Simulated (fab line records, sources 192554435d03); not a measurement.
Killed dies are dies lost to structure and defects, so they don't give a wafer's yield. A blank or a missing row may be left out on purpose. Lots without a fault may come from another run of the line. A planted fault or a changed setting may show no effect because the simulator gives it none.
Chamber matching | flow n5_finfet | N5_BEOL_M1_ETCH_64 on rie_diel-05: 4 sister chambers
The step etches SOC in N2/H2, target depth 75 nm, overetch 15 nm, time 112.5 s. 4 wafers are shown with their chamber, then 10 later ones without.

WAFERS WITH THEIR CHAMBER
wafer  | chamber | showerhead_plenum_p_Torr (Torr)
L084.4 | 3       | 2.58
L084.6 | 2       | 2.43
L088.1 | 0       | 2.60
L088.3 | 1       | 2.62

WAFERS WITHOUT THEIR CHAMBER
wafer  | showerhead_plenum_p_Torr (Torr)
L088.6 | 2.62
L093.2 | 2.42
L093.4 | 2.60
L093.5 | 2.42
L094.3 | 2.60
L094.4 | 2.60
L094.5 | 2.42
L092.1 | 2.42
L092.2 | 2.62
L092.5 | 2.42

WHICH CHAMBER EACH WENT THROUGH
wafer  | from the rows above | in truth
L088.6 | 1                   | 1
L093.2 | 2                   | 2
L093.4 | 0                   | 0
L093.5 | 2                   | 2
L094.3 | 0                   | 0
L094.4 | 0                   | 0
L094.5 | 2                   | 2
L092.1 | 2                   | 2
L092.2 | 1                   | 1
L092.5 | 2                   | 2
Placed correctly: 10 of 10. Can't be placed from these rows: 0. Placed wrongly: 0.
How it was worked out, from the rows above alone: a wafer's distance from a chamber is the root of the sum, over the readings, of the square of ((its reading less the chamber's mean) divided by the reading's scatter). The wafer belongs to the nearest chamber; if the next one is less than 2 further off, it can't be placed. A chamber's mean is the mean of its shown wafers. The scatter: with one shown wafer a chamber, the root of the mean of the squares of how far each hidden wafer lies from its nearest shown one.
